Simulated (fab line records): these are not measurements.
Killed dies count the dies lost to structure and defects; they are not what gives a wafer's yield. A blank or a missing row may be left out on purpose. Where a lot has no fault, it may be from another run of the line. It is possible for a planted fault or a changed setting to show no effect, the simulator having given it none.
A struck lot beside a sound one    flow nand_harc    14 out of 1302 route steps
Sound: the wafers L957.2, L957.3, L957.5. Wafers L967.1, L967.5, L967.6 were the ones struck. Last of all comes the cause.
For every step that has rows: the tool of each side, followed by ch and its chambers, followed by its first start. Under that, the readings that differ: sound wafers    struck wafers    difference of the means    sigmas: that difference in standard deviations of wafers without a fault.
alike: words and numbers the same on both sides, and readings whose means are apart by under 2 such deviations; not compared: readings that were withheld, readings missing a value for some wafer, numbers with overlapping values and no deviation given by the record, and bounds like >300 which may hide the same value.
The two part at a step that has a row with sigmas, a row that says differs or no value, or rows on one side only. Numbers that have no deviation but don't overlap get no sigmas and don't part them. A reading that every wafer of one side lacks parts them only if that side has two wafers or more.

NHARC_A_STAIRCASE_STRIP_316: strips in O2.
  sound on rie_diel-02 ch 0,1,3; struck on rie_diel-02 ch 2,3
  alike: drypump_motor_current_A, oes_product_au, rf_vpp_V, showerhead_plenum_p_Torr, throttle_valve_pct
  not compared: rf_hours_counter_h
then, 3 steps without rows for these wafers: NHARC_A_STAIRCASE_STRIP_317 (strips in SPM, time 900 s); NHARC_A_STAIRCASE_PRECLEAN_318 (cleans in SC1); NHARC_A_STAIRCASE_SRD_329.
NHARC_A_STAIRCASE_ALD_415: deposits SiO2, target thk 30 nm, pulse time 6 s, ald cycles 300.
  sound on ald_hk-03 ch 0,1,2, day 20 01:25; struck on ald_hk-01 ch 0,2,3, day 23 23:27
  alike: heater_power_outer_w, heater_power_w, precursor_pulse_height_rel
  not compared: since_wet_clean_h
NHARC_A_STAIRCASE_ETCHBACK_416: etches the open film in C4F8/O2/Ar, target depth 36 nm, time 7.2 s.
  sound on rie_diel-02 ch 1,2,3; struck on rie_diel-02 ch 1,2
  alike: oes_product_au, rf_vpp_V
  not compared: rf_hours_counter_h
NHARC_A_STAIRCASE_STRIP_476: strips in O2, time 20 s.
  sound on rie_diel-02 ch 0,2, day 20 03:06; struck on rie_diel-02 ch 0,1, day 24 00:56
  alike: drypump_motor_current_A, oes_product_au, rf_vpp_V, showerhead_plenum_p_Torr, throttle_valve_pct
  not compared: rf_hours_counter_h
NHARC_A_STAIRCASE_DEP_417: deposits Si3N4, target thk 60 nm.
  sound on pecvd-02 ch 1,2, day 20 03:11; struck on pecvd-02 ch 0,1, day 24 01:05
  alike: heater_power_w
  not compared: since_wet_clean_h
then, 3 steps without rows for these wafers: NHARC_A_STAIRCASE_WET_418 (chemistry H3PO4, target depth 20 nm); NHARC_A_STAIRCASE_PRECLEAN_419 (cleans in SC1); NHARC_A_STAIRCASE_SRD_421.
NHARC_A_STAIRCASE_ALD_420: deposits SiO2, target thk 20 nm, pulse time 6 s, ald cycles 200.
  sound on ald_hk-03 ch 0,2,3, day 20 06:04; struck on ald_hk-01 ch 1,2,3, day 24 04:03
  no value came back on the struck wafers for ald_cycles, heater_power_outer_w (W), heater_power_w (W), precursor_pulse_height_rel; on the sound wafers ald_cycles reads 200 200 200
  not compared: since_wet_clean_h
then, 1 step without rows for these wafers: NHARC_A_STAIRCASE_CVD_552 (deposits SiNx, target thk 40 nm).
-- record jumps: 7 days between struck wafers' starts before vs after; left off in module A_STAIRCASE, resumes in module END, first step shown is number 1302 of the route --
NHARC_END_SORT_01:
  here the record holds rows for the struck wafers (prober-02 ch 0, day 30 20:57) but none for the sound ones

== WHERE THEY PART ==
First at NHARC_A_STAIRCASE_ALD_420; last, within this record, at NHARC_END_SORT_01.

WHY: what had been put in by the simulator
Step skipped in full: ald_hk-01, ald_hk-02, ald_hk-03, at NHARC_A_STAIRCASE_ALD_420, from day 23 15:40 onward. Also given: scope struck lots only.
